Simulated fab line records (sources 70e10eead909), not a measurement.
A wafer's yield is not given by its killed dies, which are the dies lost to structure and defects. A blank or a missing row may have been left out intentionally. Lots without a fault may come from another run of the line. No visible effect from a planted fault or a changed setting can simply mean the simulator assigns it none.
fab line records || flow nandHarc || part 2 of 2: steps 23 to 31 of 31
[record] {"lots": 5, "wafers": 15, "lastDay": 29}
route steps=1302 shown P_M2@348 P_BONDPAD@351
lots that met no fault: from a run of the same line without faults
startH: start of the lot's first displayed wafer, in hours after the record's first day || waitH: hours elapsed since this lot's preceding step || " same as the row above || L1.1+2: a row that stands for several wafers || - no value, or no start was given || * or withheld: withheld || < > ~ a bound
route shown NAME@n: NAME is a module with steps in the file, n the number in the route of the first one || usual: mean/standard deviation of fault-free wafers || same: alike in all rows || chamber/n: place in a boat || sites: per-site readings || _std_site: their standard deviation || _edge_site: outer sites' mean less inner sites' || radiusMm: how far each site lies from the wafer's centre || mask NAME#n: copy n || behind: the most recent tool/chamber to have shaped the wafer || hold: the reason the lot was held/the length of the hold in hours/how it ended || device: whichever transistor did not switch (one of n, p or np) || end of line: tests run on the same wafers once the route is complete || step lacking rows: just its recipe || killed: dies lost to structure and defects at the first sort, not the wafer's yield || map: a wafer's dies, marking killed ones x, the rest . and places with no die _
set.NAME: the setting that was run; set.NAME@STEP: the one run at that earlier step || model.NAME: the simulator's own value behind a step, which no gauge read
certain route steps with their lots: each step a table, each wafer a row
services: the hour from which a tool's chamber was out of use, counted from the record's first day as startH (under 0 if before that day), plus the number of hours and why
[[steps]]
[step NHARC_P_BONDPAD_CD_MEAS_13]
[usual] {"cdNm": "498.7/1.8"}
{"lot.wafer": "L074.2", "tool": "cdSem-01", "chamber": "-", "startH": 138.87, "waitH": "-", "cdNm": 501.5}
{"lot.wafer": "L074.4", "tool": "cdSem-01", "chamber": "-", "startH": 138.87, "waitH": "-", "cdNm": 501.4}
{"lot.wafer": "L074.6", "tool": "cdSem-01", "chamber": "-", "startH": 138.87, "waitH": "-", "cdNm": 500.7}
{"lot.wafer": "L077.1", "tool": "cdSem-03", "chamber": "-", "startH": 171.25, "waitH": "-", "cdNm": 498.5}
{"lot.wafer": "L077.3", "tool": "cdSem-03", "chamber": "-", "startH": 171.25, "waitH": "-", "cdNm": 501.4}
{"lot.wafer": "L077.6", "tool": "cdSem-03", "chamber": "-", "startH": 171.25, "waitH": "-", "cdNm": 499.6}
{"lot.wafer": "L080.1", "tool": "cdSem-02", "chamber": "-", "startH": 204.54, "waitH": "-", "cdNm": 497.9}
{"lot.wafer": "L080.2", "tool": "cdSem-02", "chamber": "-", "startH": 204.54, "waitH": "-", "cdNm": 497.1}
{"lot.wafer": "L080.3", "tool": "cdSem-02", "chamber": "-", "startH": 204.54, "waitH": "-", "cdNm": 498.7}
{"lot.wafer": "L085.3", "tool": "cdSem-03", "chamber": "-", "startH": 254.82, "waitH": "-", "cdNm": 503.4}
{"lot.wafer": "L085.4", "tool": "cdSem-03", "chamber": "-", "startH": 254.82, "waitH": "-", "cdNm": 501.4}
{"lot.wafer": "L085.6", "tool": "cdSem-03", "chamber": "-", "startH": 254.82, "waitH": "-", "cdNm": 500.3}
{"lot.wafer": "L087.1", "tool": "cdSem-02", "chamber": "-", "startH": 276.49, "waitH": "-", "cdNm": 499.1}
{"lot.wafer": "L087.2", "tool": "cdSem-02", "chamber": "-", "startH": 276.49, "waitH": "-", "cdNm": 496.9}
{"lot.wafer": "L087.5", "tool": "cdSem-02", "chamber": "-", "startH": 276.49, "waitH": "-", "cdNm": 497.4}
[step NHARC_P_BONDPAD_STRIP_15]
[recipe] {"o2FlowSccm": 500, "arFlowSccm": 0, "biasW": 0, "chemistry": "O2"}
[usual] {"chamberPressureMTorr": "60.00/0.058", "drypumpMotorCurrentA": "6.0/0.31", "oesProductAu": "0.998/0.0073", "rfVppV": "57.8/0.89", "showerheadPlenumPTorr": "3.52/0.17", "throttleValvePct": "17.037/0.0091"}
{"lot.wafer": "L074.4", "tool": "rieDiel-01", "chamber": 0, "startH": 138.96, "waitH": 0.1, "chamberPressureMTorr": 60.04, "drypumpMotorCurrentA": 5.9, "oesProductAu": 0.991, "rfHoursCounterH": 2.3, "rfVppV": 56.3, "showerheadPlenumPTorr": 3.80, "throttleValvePct": 17.028}
{"lot.wafer": "L074.2", "tool": "rieDiel-01", "chamber": 2, "startH": 138.96, "waitH": 0.1, "chamberPressureMTorr": 59.97, "drypumpMotorCurrentA": 6.0, "oesProductAu": 1.006, "rfHoursCounterH": 3.3, "rfVppV": 59.4, "showerheadPlenumPTorr": 3.61, "throttleValvePct": 17.036}
{"lot.wafer": "L074.6", "tool": "rieDiel-01", "chamber": 3, "startH": 138.96, "waitH": 0.1, "chamberPressureMTorr": 59.99, "drypumpMotorCurrentA": 6.1, "oesProductAu": 1.002, "rfHoursCounterH": "-", "rfVppV": 56.6, "showerheadPlenumPTorr": 3.45, "throttleValvePct": 17.041}
{"lot.wafer": "L077.3", "tool": "rieDiel-12", "chamber": 2, "startH": 171.34, "waitH": 0.1, "chamberPressureMTorr": 59.83, "drypumpMotorCurrentA": 6.2, "oesProductAu": 0.992, "rfHoursCounterH": 3.1, "rfVppV": 57.8, "showerheadPlenumPTorr": 3.65, "throttleValvePct": 17.036}
{"lot.wafer": "L077.1", "tool": "rieDiel-12", "chamber": 0, "startH": 171.34, "waitH": 0.1, "chamberPressureMTorr": 59.99, "drypumpMotorCurrentA": 6.0, "oesProductAu": 0.990, "rfHoursCounterH": 3.8, "rfVppV": 58.6, "showerheadPlenumPTorr": 3.77, "throttleValvePct": 17.040}
{"lot.wafer": "L077.6", "tool": "rieDiel-12", "chamber": 2, "startH": 171.34, "waitH": 0.1, "chamberPressureMTorr": 60.03, "drypumpMotorCurrentA": 6.2, "oesProductAu": 0.998, "rfHoursCounterH": "-", "rfVppV": 57.8, "showerheadPlenumPTorr": 3.65, "throttleValvePct": 17.038}
{"lot.wafer": "L080.3", "tool": "rieDiel-10", "chamber": 3, "startH": 204.61, "waitH": 0.1, "chamberPressureMTorr": 60.02, "drypumpMotorCurrentA": 5.5, "oesProductAu": 1.005, "rfHoursCounterH": 8.4, "rfVppV": 58.0, "showerheadPlenumPTorr": 3.40, "throttleValvePct": 17.030}
{"lot.wafer": "L080.1", "tool": "rieDiel-10", "chamber": 0, "startH": 204.61, "waitH": 0.1, "chamberPressureMTorr": 60.03, "drypumpMotorCurrentA": 5.4, "oesProductAu": 0.998, "rfHoursCounterH": 7.3, "rfVppV": 57.1, "showerheadPlenumPTorr": 3.61, "throttleValvePct": 17.044}
{"lot.wafer": "L080.2", "tool": "rieDiel-10", "chamber": 2, "startH": 204.61, "waitH": 0.1, "chamberPressureMTorr": 60.05, "drypumpMotorCurrentA": 5.5, "oesProductAu": 0.996, "rfHoursCounterH": 7.2, "rfVppV": 58.2, "showerheadPlenumPTorr": 3.40, "throttleValvePct": 17.035}
{"lot.wafer": "L085.4", "tool": "rieDiel-12", "chamber": 3, "startH": 254.91, "waitH": 0.1, "chamberPressureMTorr": 60.04, "drypumpMotorCurrentA": 6.1, "oesProductAu": 0.993, "rfHoursCounterH": 7.8, "rfVppV": 57.0, "showerheadPlenumPTorr": 3.30, "throttleValvePct": 17.029}
{"lot.wafer": "L085.3", "tool": "rieDiel-12", "chamber": 1, "startH": 254.91, "waitH": 0.1, "chamberPressureMTorr": 59.94, "drypumpMotorCurrentA": 6.2, "oesProductAu": 0.985, "rfHoursCounterH": 8.6, "rfVppV": 57.2, "showerheadPlenumPTorr": 3.43, "throttleValvePct": 17.034}
{"lot.wafer": "L085.6", "tool": "rieDiel-12", "chamber": 3, "startH": 254.91, "waitH": 0.1, "chamberPressureMTorr": 60.06, "drypumpMotorCurrentA": 6.1, "oesProductAu": 1.007, "rfHoursCounterH": "-", "rfVppV": 58.2, "showerheadPlenumPTorr": 3.30, "throttleValvePct": 17.047}
{"lot.wafer": "L087.1", "tool": "rieDiel-10", "chamber": 3, "startH": 276.58, "waitH": 0.1, "chamberPressureMTorr": 60.08, "drypumpMotorCurrentA": 5.5, "oesProductAu": 0.999, "rfHoursCounterH": 2.4, "rfVppV": 57.3, "showerheadPlenumPTorr": 3.39, "throttleValvePct": 17.032}
{"lot.wafer": "L087.2", "tool": "rieDiel-10", "chamber": 1, "startH": 276.58, "waitH": 0.1, "chamberPressureMTorr": 59.99, "drypumpMotorCurrentA": 5.3, "oesProductAu": 0.989, "rfHoursCounterH": 1.8, "rfVppV": 58.2, "showerheadPlenumPTorr": 3.52, "throttleValvePct": 17.033}
{"lot.wafer": "L087.5", "tool": "rieDiel-10", "chamber": 3, "startH": 276.58, "waitH": 0.1, "chamberPressureMTorr": 60.00, "drypumpMotorCurrentA": 5.5, "oesProductAu": 0.994, "rfHoursCounterH": "-", "rfVppV": 58.2, "showerheadPlenumPTorr": 3.39, "throttleValvePct": 17.045}
[step NHARC_P_BONDPAD_ETCH_24]
[recipe] {"targetDepthA": 300, "overEtchFrac": 0.3, "timeS": 72.99, "ionEnergyEv": 150, "cf4FlowSccm": 50, "n2FlowSccm": 100, "arFlowSccm": 150, "rfW": 300, "biasW": 100, "chemistry": "CF4/N2"}
[usual] {"chamberPressureMTorr": "29.997/0.026", "drypumpMotorCurrentA": "6.0/0.32", "oesProductAu": "1.000/0.0068", "rfVppV": "314.2/2.3", "showerheadPlenumPTorr": "2.63/0.12", "throttleValvePct": "19.794/0.009"}
{"lot.wafer": "L074.4", "tool": "rieDiel-01", "chamber": 1, "startH": "-", "waitH": "-", "chamberPressureMTorr": 29.968, "drypumpMotorCurrentA": 6.4, "oesProductAu": 1.005, "rfHoursCounterH": 3.2, "rfVppV": 312.4, "showerheadPlenumPTorr": 2.48, "throttleValvePct": 19.776}
{"lot.wafer": "L074.2", "tool": "rieDiel-01", "chamber": 3, "startH": "-", "waitH": "-", "chamberPressureMTorr": 29.980, "drypumpMotorCurrentA": 6.1, "oesProductAu": 0.986, "rfHoursCounterH": 3.1, "rfVppV": 313.2, "showerheadPlenumPTorr": 2.57, "throttleValvePct": 19.811}
{"lot.wafer": "L074.6", "tool": "rieDiel-01", "chamber": 1, "startH": "-", "waitH": "-", "chamberPressureMTorr": 29.981, "drypumpMotorCurrentA": 6.4, "oesProductAu": 1.007, "rfHoursCounterH": "-", "rfVppV": 311.3, "showerheadPlenumPTorr": 2.48, "throttleValvePct": 19.802}
{"lot.wafer": "L077.3", "tool": "rieDiel-12", "chamber": 2, "startH": "-", "waitH": "-", "chamberPressureMTorr": 29.984, "drypumpMotorCurrentA": 6.2, "oesProductAu": 0.996, "rfHoursCounterH": 3.2, "rfVppV": 315.3, "showerheadPlenumPTorr": 2.72, "throttleValvePct": 19.789}
{"lot.wafer": "L077.1", "tool": "rieDiel-12", "chamber": 3, "startH": "-", "waitH": "-", "chamberPressureMTorr": 29.966, "drypumpMotorCurrentA": 6.0, "oesProductAu": 1.005, "rfHoursCounterH": 3.8, "rfVppV": 311.0, "showerheadPlenumPTorr": 2.46, "throttleValvePct": 19.803}
{"lot.wafer": "L077.6", "tool": "rieDiel-12", "chamber": 2, "startH": "-", "waitH": "-", "chamberPressureMTorr": 29.970, "drypumpMotorCurrentA": 6.2, "oesProductAu": 1.007, "rfHoursCounterH": "-", "rfVppV": 316.6, "showerheadPlenumPTorr": 2.72, "throttleValvePct": 19.807}
{"lot.wafer": "L080.1", "tool": "rieDiel-10", "chamber": 1, "startH": "-", "waitH": "-", "chamberPressureMTorr": 30.037, "drypumpMotorCurrentA": 5.3, "oesProductAu": 1.006, "rfHoursCounterH": 6.5, "rfVppV": 315.2, "showerheadPlenumPTorr": 2.62, "throttleValvePct": 19.785}
{"lot.wafer": "L080.3", "tool": "rieDiel-10", "chamber": 2, "startH": "-", "waitH": "-", "chamberPressureMTorr": 30.015, "drypumpMotorCurrentA": 5.5, "oesProductAu": 1.001, "rfHoursCounterH": 7.2, "rfVppV": 312.2, "showerheadPlenumPTorr": 2.53, "throttleValvePct": 19.791}
{"lot.wafer": "L080.2", "tool": "rieDiel-10", "chamber": 3, "startH": "-", "waitH": "-", "chamberPressureMTorr": 30.019, "drypumpMotorCurrentA": 5.5, "oesProductAu": 1.010, "rfHoursCounterH": 8.4, "rfVppV": 312.3, "showerheadPlenumPTorr": 2.53, "throttleValvePct": 19.786}
{"lot.wafer": "L085.4", "tool": "rieDiel-12", "chamber": 3, "startH": "-", "waitH": "-", "chamberPressureMTorr": 30.011, "drypumpMotorCurrentA": 6.0, "oesProductAu": 0.991, "rfHoursCounterH": 7.9, "rfVppV": 311.0, "showerheadPlenumPTorr": 2.45, "throttleValvePct": 19.786}
{"lot.wafer": "L085.3", "tool": "rieDiel-12", "chamber": 0, "startH": "-", "waitH": "-", "chamberPressureMTorr": 30.023, "drypumpMotorCurrentA": 6.0, "oesProductAu": 0.995, "rfHoursCounterH": 7.4, "rfVppV": 318.4, "showerheadPlenumPTorr": 2.81, "throttleValvePct": 19.798}
{"lot.wafer": "L085.6", "tool": "rieDiel-12", "chamber": 1, "startH": "-", "waitH": "-", "chamberPressureMTorr": 30.002, "drypumpMotorCurrentA": 6.2, "oesProductAu": 0.999, "rfHoursCounterH": "-", "rfVppV": 311.5, "showerheadPlenumPTorr": 2.55, "throttleValvePct": 19.777}
{"lot.wafer": "L087.1", "tool": "rieDiel-10", "chamber": 2, "startH": "-", "waitH": "-", "chamberPressureMTorr": 29.924, "drypumpMotorCurrentA": 5.5, "oesProductAu": 0.995, "rfHoursCounterH": 1.9, "rfVppV": 312.5, "showerheadPlenumPTorr": 2.52, "throttleValvePct": 19.797}
{"lot.wafer": "L087.2", "tool": "rieDiel-10", "chamber": 3, "startH": "-", "waitH": "-", "chamberPressureMTorr": 29.971, "drypumpMotorCurrentA": 5.5, "oesProductAu": 0.989, "rfHoursCounterH": 2.4, "rfVppV": 311.2, "showerheadPlenumPTorr": 2.52, "throttleValvePct": 19.799}
{"lot.wafer": "L087.5", "tool": "rieDiel-10", "chamber": 3, "startH": "-", "waitH": "-", "chamberPressureMTorr": 29.992, "drypumpMotorCurrentA": 5.5, "oesProductAu": 0.997, "rfHoursCounterH": "-", "rfVppV": 313.0, "showerheadPlenumPTorr": 2.52, "throttleValvePct": 19.776}
[step NHARC_P_BONDPAD_STRIP_16]
[recipe] {"timeS": 600, "tempC": 30, "chemistry": "postEtchResidueRemover"}
{"lot.wafer": "L074.2+6+4", "tool": "wetBench-08", "chamber": "6,7,1", "startH": 139.23, "waitH": "-"}
{"lot.wafer": "L077.1+3+6", "tool": "wetBench-08", "chamber": "7,1,2", "startH": 171.62, "waitH": "-"}
{"lot.wafer": "L080.1+3+2", "tool": "wetBench-08", "chamber": "2,3,4", "startH": 204.91, "waitH": "-"}
{"lot.wafer": "L085.4+3+6", "tool": "wetBench-10", "chamber": "6,2,3", "startH": 255.17, "waitH": "-"}
{"lot.wafer": "L087.5+1+2", "tool": "wetBench-10", "chamber": "1,2,3", "startH": 276.84, "waitH": "-"}
[step NHARC_P_BONDPAD_DEGAS_25]
[recipe] {"tempC": 300, "timeS": 60}
[usual] {"heaterPowerW": "472/48"}
{"lot.wafer": "L074.2", "tool": "pvdSputter-03", "chamber": "-", "startH": 139.49, "waitH": "-", "heaterPowerW": 471}
{"lot.wafer": "L074.4", "tool": "pvdSputter-03", "chamber": "-", "startH": 139.49, "waitH": "-", "heaterPowerW": 432}
{"lot.wafer": "L074.6", "tool": "pvdSputter-03", "chamber": "-", "startH": 139.49, "waitH": "-", "heaterPowerW": 489}
{"lot.wafer": "L077.3", "tool": "pvdSputter-01", "chamber": "-", "startH": 171.88, "waitH": "-", "heaterPowerW": 391}
{"lot.wafer": "L077.1", "tool": "pvdSputter-01", "chamber": "-", "startH": 171.88, "waitH": "-", "heaterPowerW": 579}
{"lot.wafer": "L077.6", "tool": "pvdSputter-01", "chamber": "-", "startH": 171.88, "waitH": "-", "heaterPowerW": 473}
{"lot.wafer": "L080.1", "tool": "pvdSputter-02", "chamber": "-", "startH": 205.16, "waitH": "-", "heaterPowerW": 514}
{"lot.wafer": "L080.3", "tool": "pvdSputter-02", "chamber": "-", "startH": 205.16, "waitH": "-", "heaterPowerW": 432}
{"lot.wafer": "L080.2", "tool": "pvdSputter-02", "chamber": "-", "startH": 205.16, "waitH": "-", "heaterPowerW": 512}
{"lot.wafer": "L085.4", "tool": "pvdSputter-02", "chamber": "-", "startH": 255.46, "waitH": "-", "heaterPowerW": 443}
{"lot.wafer": "L085.3", "tool": "pvdSputter-02", "chamber": "-", "startH": 255.46, "waitH": "-", "heaterPowerW": 499}
{"lot.wafer": "L085.6", "tool": "pvdSputter-02", "chamber": "-", "startH": 255.46, "waitH": "-", "heaterPowerW": 510}
{"lot.wafer": "L087.2", "tool": "pvdSputter-02", "chamber": "-", "startH": 277.12, "waitH": "-", "heaterPowerW": 507}
{"lot.wafer": "L087.1", "tool": "pvdSputter-02", "chamber": "-", "startH": 277.12, "waitH": "-", "heaterPowerW": 448}
{"lot.wafer": "L087.5", "tool": "pvdSputter-02", "chamber": "-", "startH": 277.12, "waitH": "-", "heaterPowerW": 522}
[step NHARC_P_BONDPAD_PRE_CLEAN_26]
[recipe] {"timeS": 30, "tempC": 280, "gas": "H2/He"}
[usual] {"heaterPowerW": "417/46"}
{"lot.wafer": "L074.2", "tool": "pvdSputter-03", "chamber": "-", "startH": "-", "waitH": "-", "heaterPowerW": 427}
{"lot.wafer": "L074.4", "tool": "pvdSputter-03", "chamber": "-", "startH": "-", "waitH": "-", "heaterPowerW": 394}
{"lot.wafer": "L074.6", "tool": "pvdSputter-03", "chamber": "-", "startH": "-", "waitH": "-", "heaterPowerW": 424}
{"lot.wafer": "L077.3", "tool": "pvdSputter-01", "chamber": "-", "startH": "-", "waitH": "-", "heaterPowerW": 352}
{"lot.wafer": "L077.1", "tool": "pvdSputter-01", "chamber": "-", "startH": "-", "waitH": "-", "heaterPowerW": 400}
{"lot.wafer": "L077.6", "tool": "pvdSputter-01", "chamber": "-", "startH": "-", "waitH": "-", "heaterPowerW": 359}
{"lot.wafer": "L080.1", "tool": "pvdSputter-02", "chamber": "-", "startH": "-", "waitH": "-", "heaterPowerW": 375}
{"lot.wafer": "L080.3", "tool": "pvdSputter-02", "chamber": "-", "startH": "-", "waitH": "-", "heaterPowerW": 459}
{"lot.wafer": "L080.2", "tool": "pvdSputter-02", "chamber": "-", "startH": "-", "waitH": "-", "heaterPowerW": 378}
{"lot.wafer": "L085.4", "tool": "pvdSputter-02", "chamber": "-", "startH": "-", "waitH": "-", "heaterPowerW": 372}
{"lot.wafer": "L085.3", "tool": "pvdSputter-02", "chamber": "-", "startH": "-", "waitH": "-", "heaterPowerW": 443}
{"lot.wafer": "L085.6", "tool": "pvdSputter-02", "chamber": "-", "startH": "-", "waitH": "-", "heaterPowerW": 436}
{"lot.wafer": "L087.1", "tool": "pvdSputter-02", "chamber": "-", "startH": "-", "waitH": "-", "heaterPowerW": 379}
{"lot.wafer": "L087.2", "tool": "pvdSputter-02", "chamber": "-", "startH": "-", "waitH": "-", "heaterPowerW": 391}
{"lot.wafer": "L087.5", "tool": "pvdSputter-02", "chamber": "-", "startH": "-", "waitH": "-", "heaterPowerW": 448}
[step NHARC_P_BONDPAD_PVD_17]
[recipe] {"targetThkA": 50, "biasV": 168.6, "powerW": 15000, "chamberPressurePa": 0.12, "timeS": 8.06, "substrateTempC": 50, "material": "TaN"}
[usual] {"chamberPressurePa": "0.12001/0.00024", "throttleValvePct": "30.1/1.4"}
{"lot.wafer": "L074.2", "tool": "pvdSputter-03", "chamber": "-", "startH": "-", "waitH": "-", "chamberPressurePa": 0.12038, "throttleValvePct": 28.4}
{"lot.wafer": "L074.4", "tool": "pvdSputter-03", "chamber": "-", "startH": "-", "waitH": "-", "chamberPressurePa": 0.12014, "throttleValvePct": 30.9}
{"lot.wafer": "L074.6", "tool": "pvdSputter-03", "chamber": "-", "startH": "-", "waitH": "-", "chamberPressurePa": 0.12012, "throttleValvePct": 29.6}
{"lot.wafer": "L077.3", "tool": "pvdSputter-01", "chamber": "-", "startH": "-", "waitH": "-", "chamberPressurePa": 0.12008, "throttleValvePct": 32.9}
{"lot.wafer": "L077.1", "tool": "pvdSputter-01", "chamber": "-", "startH": "-", "waitH": "-", "chamberPressurePa": 0.11976, "throttleValvePct": 31.3}
{"lot.wafer": "L077.6", "tool": "pvdSputter-01", "chamber": "-", "startH": "-", "waitH": "-", "chamberPressurePa": 0.11988, "throttleValvePct": 30.6}
{"lot.wafer": "L080.3", "tool": "pvdSputter-02", "chamber": "-", "startH": "-", "waitH": "-", "chamberPressurePa": 0.11954, "throttleValvePct": 29.7}
{"lot.wafer": "L080.2", "tool": "pvdSputter-02", "chamber": "-", "startH": "-", "waitH": "-", "chamberPressurePa": 0.11991, "throttleValvePct": 29.5}
{"lot.wafer": "L080.1", "tool": "pvdSputter-02", "chamber": "-", "startH": "-", "waitH": "-", "chamberPressurePa": 0.11984, "throttleValvePct": 31.7}
{"lot.wafer": "L085.4", "tool": "pvdSputter-02", "chamber": "-", "startH": "-", "waitH": "-", "chamberPressurePa": 0.11957, "throttleValvePct": 29.5}
{"lot.wafer": "L085.3", "tool": "pvdSputter-02", "chamber": "-", "startH": "-", "waitH": "-", "chamberPressurePa": 0.12023, "throttleValvePct": 31.3}
{"lot.wafer": "L085.6", "tool": "pvdSputter-02", "chamber": "-", "startH": "-", "waitH": "-", "chamberPressurePa": 0.12011, "throttleValvePct": 29.8}
{"lot.wafer": "L087.2", "tool": "pvdSputter-02", "chamber": "-", "startH": "-", "waitH": "-", "chamberPressurePa": 0.12031, "throttleValvePct": 31.4}
{"lot.wafer": "L087.1", "tool": "pvdSputter-02", "chamber": "-", "startH": "-", "waitH": "-", "chamberPressurePa": 0.1201, "throttleValvePct": 29.7}
{"lot.wafer": "L087.5", "tool": "pvdSputter-02", "chamber": "-", "startH": "-", "waitH": "-", "chamberPressurePa": 0.12029, "throttleValvePct": 29.5}
[step NHARC_P_BONDPAD_PVD_27]
[recipe] {"targetThkA": 300, "chamberPressurePa": 5, "powerW": 5000, "substrateTempC": 30, "timeS": 20.49, "material": "Cu"}
[usual] {"chamberPressurePa": "5.000/0.01", "throttleValvePct": "30.2/1.3"}
{"lot.wafer": "L074.2", "tool": "pvdSputter-03", "chamber": "-", "startH": "-", "waitH": "-", "chamberPressurePa": 4.998, "throttleValvePct": 31.0}
{"lot.wafer": "L074.4", "tool": "pvdSputter-03", "chamber": "-", "startH": "-", "waitH": "-", "chamberPressurePa": 4.992, "throttleValvePct": 28.6}
{"lot.wafer": "L074.6", "tool": "pvdSputter-03", "chamber": "-", "startH": "-", "waitH": "-", "chamberPressurePa": 4.998, "throttleValvePct": 29.2}
{"lot.wafer": "L077.3", "tool": "pvdSputter-01", "chamber": "-", "startH": "-", "waitH": "-", "chamberPressurePa": 4.991, "throttleValvePct": 29.6}
{"lot.wafer": "L077.1", "tool": "pvdSputter-01", "chamber": "-", "startH": "-", "waitH": "-", "chamberPressurePa": 5.011, "throttleValvePct": 32.7}
{"lot.wafer": "L077.6", "tool": "pvdSputter-01", "chamber": "-", "startH": "-", "waitH": "-", "chamberPressurePa": 5.010, "throttleValvePct": 29.7}
{"lot.wafer": "L080.1", "tool": "pvdSputter-02", "chamber": "-", "startH": "-", "waitH": "-", "chamberPressurePa": 5.014, "throttleValvePct": 29.9}
{"lot.wafer": "L080.2", "tool": "pvdSputter-02", "chamber": "-", "startH": "-", "waitH": "-", "chamberPressurePa": 4.998, "throttleValvePct": 29.7}
{"lot.wafer": "L080.3", "tool": "pvdSputter-02", "chamber": "-", "startH": "-", "waitH": "-", "chamberPressurePa": 4.982, "throttleValvePct": 31.5}
{"lot.wafer": "L085.3", "tool": "pvdSputter-02", "chamber": "-", "startH": "-", "waitH": "-", "chamberPressurePa": 4.996, "throttleValvePct": 31.2}
{"lot.wafer": "L085.4", "tool": "pvdSputter-02", "chamber": "-", "startH": "-", "waitH": "-", "chamberPressurePa": 5.005, "throttleValvePct": 29.5}
{"lot.wafer": "L085.6", "tool": "pvdSputter-02", "chamber": "-", "startH": "-", "waitH": "-", "chamberPressurePa": 4.988, "throttleValvePct": 29.3}
{"lot.wafer": "L087.1", "tool": "pvdSputter-02", "chamber": "-", "startH": "-", "waitH": "-", "chamberPressurePa": 4.996, "throttleValvePct": 31.7}
{"lot.wafer": "L087.2", "tool": "pvdSputter-02", "chamber": "-", "startH": "-", "waitH": "-", "chamberPressurePa": 4.994, "throttleValvePct": 29.7}
{"lot.wafer": "L087.5", "tool": "pvdSputter-02", "chamber": "-", "startH": "-", "waitH": "-", "chamberPressurePa": 5.016, "throttleValvePct": 29.7}
[step NHARC_P_BONDPAD_ECD_18]
[recipe] {"targetThkA": 4000, "bathTempC": 25, "material": "Cu"}
{"lot.wafer": "L074.2+4+6", "tool": "ecdCu-02", "chamber": "1,1,0", "startH": 139.90, "waitH": "-"}
{"lot.wafer": "L077.1+3+6", "tool": "ecdCu-02", "chamber": "0,0,1", "startH": 172.29, "waitH": "-"}
{"lot.wafer": "L080.1+2+3", "tool": "ecdCu-02", "chamber": "0,1,0", "startH": 205.52, "waitH": "-"}
{"lot.wafer": "L085.3+4+6", "tool": "ecdCu-02", "chamber": "0,1,0", "startH": 255.91, "waitH": "-"}
{"lot.wafer": "L087.1+2+5", "tool": "ecdCu-02", "chamber": "1,0,1", "startH": 277.47, "waitH": "-"}
[[services]]
{"tool": "wetBench-08", "chamber": "-", "startH": 118.40, "hours": 8.0, "kind": "pm"}
{"tool": "lithoTrack-05", "chamber": "-", "startH": 124.00, "hours": 7.0, "kind": "pm"}
{"tool": "wetBench-10", "chamber": "-", "startH": 135.20, "hours": 8.0, "kind": "pm"}
{"tool": "pvdSputter-02", "chamber": "-", "startH": 139.26, "hours": 1.1, "kind": "repair"}
{"tool": "rieDiel-01", "chamber": 1, "startH": 153.58, "hours": 5.4, "kind": "repair"}
{"tool": "rieDiel-12", "chamber": "-", "startH": 158.20, "hours": 0.2, "kind": "repair"}
{"tool": "pvdSputter-03", "chamber": "-", "startH": 170.00, "hours": 10.0, "kind": "pm"}
{"tool": "pvdSputter-01", "chamber": "-", "startH": 177.38, "hours": 0.7, "kind": "repair"}
{"tool": "rieDiel-12", "chamber": 0, "startH": 179.88, "hours": 7.2, "kind": "repair"}
{"tool": "pecvd-03", "chamber": "-", "startH": 185.00, "hours": 13.0, "kind": "pm"}
{"tool": "rieDiel-01", "chamber": "-", "startH": 198.60, "hours": 1.7, "kind": "repair"}
{"tool": "rieDiel-01", "chamber": "-", "startH": 203.95, "hours": 9.0, "kind": "pm"}
{"tool": "ecdCu-02", "chamber": "-", "startH": 212.75, "hours": 0.7, "kind": "repair"}
{"tool": "pvdSputter-01", "chamber": "-", "startH": 220.11, "hours": 1.6, "kind": "repair"}
{"tool": "wetBench-08", "chamber": "-", "startH": 220.96, "hours": 2.3, "kind": "repair"}
{"tool": "pvdSputter-01", "chamber": "-", "startH": 226.28, "hours": 10.0, "kind": "pm"}
{"tool": "lithoTrack-02", "chamber": "-", "startH": 227.00, "hours": 7.0, "kind": "pm"}
{"tool": "ecdCu-02", "chamber": "-", "startH": 244.27, "hours": 8.0, "kind": "pm"}
{"tool": "lithoTrack-07", "chamber": "-", "startH": 251.00, "hours": 7.0, "kind": "pm"}
{"tool": "rieDiel-12", "chamber": 2, "startH": 262.49, "hours": 7.4, "kind": "repair"}
{"tool": "rieDiel-01", "chamber": 1, "startH": 262.97, "hours": 2.7, "kind": "repair"}
{"tool": "rieDiel-12", "chamber": "-", "startH": 268.40, "hours": 9.0, "kind": "pm"}
{"tool": "pecvd-04", "chamber": "-", "startH": 269.49, "hours": 13.0, "kind": "pm"}
{"tool": "ecdCu-02", "chamber": "-", "startH": 271.00, "hours": 0.5, "kind": "repair"}
